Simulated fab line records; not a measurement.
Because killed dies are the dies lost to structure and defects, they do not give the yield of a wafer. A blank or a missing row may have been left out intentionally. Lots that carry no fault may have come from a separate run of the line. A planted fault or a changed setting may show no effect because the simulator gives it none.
Lot-split experiment / flow n5Finfet / 21 wafers read across 7 lots, on a route 1938 steps long

THE SPLIT ITSELF
At N5_BEOL_M0_SAQP_COAT_08 (resist thk 90 nm), the setting spinRpm was moved away from the recipe's 1500 rpm on 4 of the 21 wafers read, by -10.7% to +6.7%. The other wafers ran this setting at the recipe's value.

FROM THE SPLIT TO THE READING: what the file shows between them, 4 steps
- N5_BEOL_M0_SAQP_EBR_10
- N5_BEOL_M0_SAQP_SOFTBAKE_09: time 60 s
- N5_BEOL_M0_SAQP_EXPOSE_11: exposes mask M0 CORE, target cd 42 nm
- N5_BEOL_M0_SAQP_PEB_12: peb time 60 s

THE READING
CAR-ArF_of_BEOL_M0_SAQP_COAT_08.thkNm (the simulator's own value, which no gauge read), in nm, at N5_BEOL_M0_SAQP_DEVELOP_13 (develop time 30 s). No usual value for it is given in the file. Average 88.4 nm, standard deviation 0.23 nm, over the 17 wafers here run with the recipe.

wafer=L078.3; tool, chamber at the split=lithoTrack-04, 0; spinRpm as run, rpm=1500; against the recipe=recipe; CAR-ArF_of_BEOL_M0_SAQP_COAT_08.thkNm, nm=88.4; against lot-mates on the recipe=-
wafer=L078.4; tool, chamber at the split=lithoTrack-04, 0; spinRpm as run, rpm=1500; against the recipe=recipe; CAR-ArF_of_BEOL_M0_SAQP_COAT_08.thkNm, nm=88.6; against lot-mates on the recipe=-
wafer=L078.5; tool, chamber at the split=lithoTrack-04, 0; spinRpm as run, rpm=1500; against the recipe=recipe; CAR-ArF_of_BEOL_M0_SAQP_COAT_08.thkNm, nm=88.2; against lot-mates on the recipe=-
wafer=L082.2; tool, chamber at the split=lithoTrack-04, 0; spinRpm as run, rpm=1500; against the recipe=recipe; CAR-ArF_of_BEOL_M0_SAQP_COAT_08.thkNm, nm=88.2; against lot-mates on the recipe=-
wafer=L082.4; tool, chamber at the split=lithoTrack-04, 0; spinRpm as run, rpm=1368; against the recipe=-8.8%; CAR-ArF_of_BEOL_M0_SAQP_COAT_08.thkNm, nm=92.6; against lot-mates on the recipe=+4.4
wafer=L082.6; tool, chamber at the split=lithoTrack-04, 0; spinRpm as run, rpm=1368; against the recipe=-8.8%; CAR-ArF_of_BEOL_M0_SAQP_COAT_08.thkNm, nm=92.6; against lot-mates on the recipe=+4.4
wafer=L084.1; tool, chamber at the split=lithoTrack-02, 0; spinRpm as run, rpm=1500; against the recipe=recipe; CAR-ArF_of_BEOL_M0_SAQP_COAT_08.thkNm, nm=88.4; against lot-mates on the recipe=-
wafer=L084.4; tool, chamber at the split=lithoTrack-02, 0; spinRpm as run, rpm=1500; against the recipe=recipe; CAR-ArF_of_BEOL_M0_SAQP_COAT_08.thkNm, nm=88.4; against lot-mates on the recipe=-
wafer=L084.2; tool, chamber at the split=lithoTrack-02, 0; spinRpm as run, rpm=1601; against the recipe=+6.7%; CAR-ArF_of_BEOL_M0_SAQP_COAT_08.thkNm, nm=85.6; against lot-mates on the recipe=-2.8
wafer=L086.1; tool, chamber at the split=lithoTrack-02, 0; spinRpm as run, rpm=1500; against the recipe=recipe; CAR-ArF_of_BEOL_M0_SAQP_COAT_08.thkNm, nm=88; against lot-mates on the recipe=-
wafer=L086.6; tool, chamber at the split=lithoTrack-02, 0; spinRpm as run, rpm=1500; against the recipe=recipe; CAR-ArF_of_BEOL_M0_SAQP_COAT_08.thkNm, nm=88; against lot-mates on the recipe=-
wafer=L086.5; tool, chamber at the split=lithoTrack-02, 0; spinRpm as run, rpm=1500; against the recipe=recipe; CAR-ArF_of_BEOL_M0_SAQP_COAT_08.thkNm, nm=88.2; against lot-mates on the recipe=-
wafer=L089.1; tool, chamber at the split=lithoTrack-05, 0; spinRpm as run, rpm=1500; against the recipe=recipe; CAR-ArF_of_BEOL_M0_SAQP_COAT_08.thkNm, nm=88.4; against lot-mates on the recipe=-
wafer=L089.3; tool, chamber at the split=lithoTrack-05, 0; spinRpm as run, rpm=1500; against the recipe=recipe; CAR-ArF_of_BEOL_M0_SAQP_COAT_08.thkNm, nm=88.8; against lot-mates on the recipe=-
wafer=L089.4; tool, chamber at the split=lithoTrack-05, 0; spinRpm as run, rpm=1339; against the recipe=-10.7%; CAR-ArF_of_BEOL_M0_SAQP_COAT_08.thkNm, nm=94.2; against lot-mates on the recipe=+5.6
wafer=L090.4; tool, chamber at the split=lithoTrack-02, 0; spinRpm as run, rpm=1500; against the recipe=recipe; CAR-ArF_of_BEOL_M0_SAQP_COAT_08.thkNm, nm=88.4; against lot-mates on the recipe=-
wafer=L090.5; tool, chamber at the split=lithoTrack-02, 0; spinRpm as run, rpm=1500; against the recipe=recipe; CAR-ArF_of_BEOL_M0_SAQP_COAT_08.thkNm, nm=88.6; against lot-mates on the recipe=-
wafer=L090.6; tool, chamber at the split=lithoTrack-02, 0; spinRpm as run, rpm=1500; against the recipe=recipe; CAR-ArF_of_BEOL_M0_SAQP_COAT_08.thkNm, nm=88.6; against lot-mates on the recipe=-
wafer=L093.1; tool, chamber at the split=lithoTrack-05, 0; spinRpm as run, rpm=1500; against the recipe=recipe; CAR-ArF_of_BEOL_M0_SAQP_COAT_08.thkNm, nm=88.6; against lot-mates on the recipe=-
wafer=L093.4; tool, chamber at the split=lithoTrack-05, 0; spinRpm as run, rpm=1500; against the recipe=recipe; CAR-ArF_of_BEOL_M0_SAQP_COAT_08.thkNm, nm=88.8; against lot-mates on the recipe=-
wafer=L093.6; tool, chamber at the split=lithoTrack-05, 0; spinRpm as run, rpm=1500; against the recipe=recipe; CAR-ArF_of_BEOL_M0_SAQP_COAT_08.thkNm, nm=88.4; against lot-mates on the recipe=-

THE FIT
A straight line over all 21 wafers: CAR-ArF_of_BEOL_M0_SAQP_COAT_08.thkNm changes by -0.488 nm for each +1% of spinRpm; r = -0.99; the points scatter about the line by 0.27 nm.
The same after taking each lot's own level away (the mean of its wafers on the recipe; 21 wafers): -0.493 nm for each +1%; r = -1.00; scatter 0.18 nm.
The reading moves by 5.3 nm for the largest change in spinRpm, on that fit.
Across the lots, their own levels run from 88.07 to 88.60 nm, a range of 2.3 times the standard deviation given above.
Consequently the slope shifts little with the lot-to-lot level, the two slopes agreeing.
Check: with one of the wafers moved furthest among these (-10.7%) left out of the fit, the line predicts +5.18 nm for it against its lot-mates. It came out at +5.6 nm against them.

OTHER SPLITS APPLIED TO THESE WAFERS
Note: prior to the reading, these wafers also went through further splits. Each is held against what the fit with the lots' levels taken away leaves over:
other split on the same wafers=N5_MOL_CONTACT_COAG_EXPOSE_37 doseMj; wafers away from the commonest value=9; r with CAR-ArF_of_BEOL_M0_SAQP_COAT_08.thkNm (lot level and that fit taken away)=+0.08
other split on the same wafers=N5_MOL_CONTACT_COAG_ALD_133 aldCycles; wafers away from the commonest value=6; r with CAR-ArF_of_BEOL_M0_SAQP_COAT_08.thkNm (lot level and that fit taken away)=+0.15

THE WHOLE CHAIN: every reading that the file lists as answering this split, in the file's order
step=N5_BEOL_M0_SAQP_COAT_08; what it does=resist thk 90 nm; reading=CAR-ArF_of_BEOL_M0_SAQP_COAT_08.thkNm (the simulator's own value, which no gauge read); change (the file's fit)=-0.497 nm for each +1% of the setting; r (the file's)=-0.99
step=N5_BEOL_M0_SAQP_DEVELOP_13; what it does=develop time 30 s; reading=CAR-ArF_of_BEOL_M0_SAQP_COAT_08.thkNm (the simulator's own value, which no gauge read); change (the file's fit)=-0.494 nm for each +1% of the setting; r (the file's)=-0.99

FILE'S OWN FIT
CAR-ArF_of_BEOL_M0_SAQP_COAT_08.thkNm changes by -0.494 nm for each +1% of spinRpm, r = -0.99.
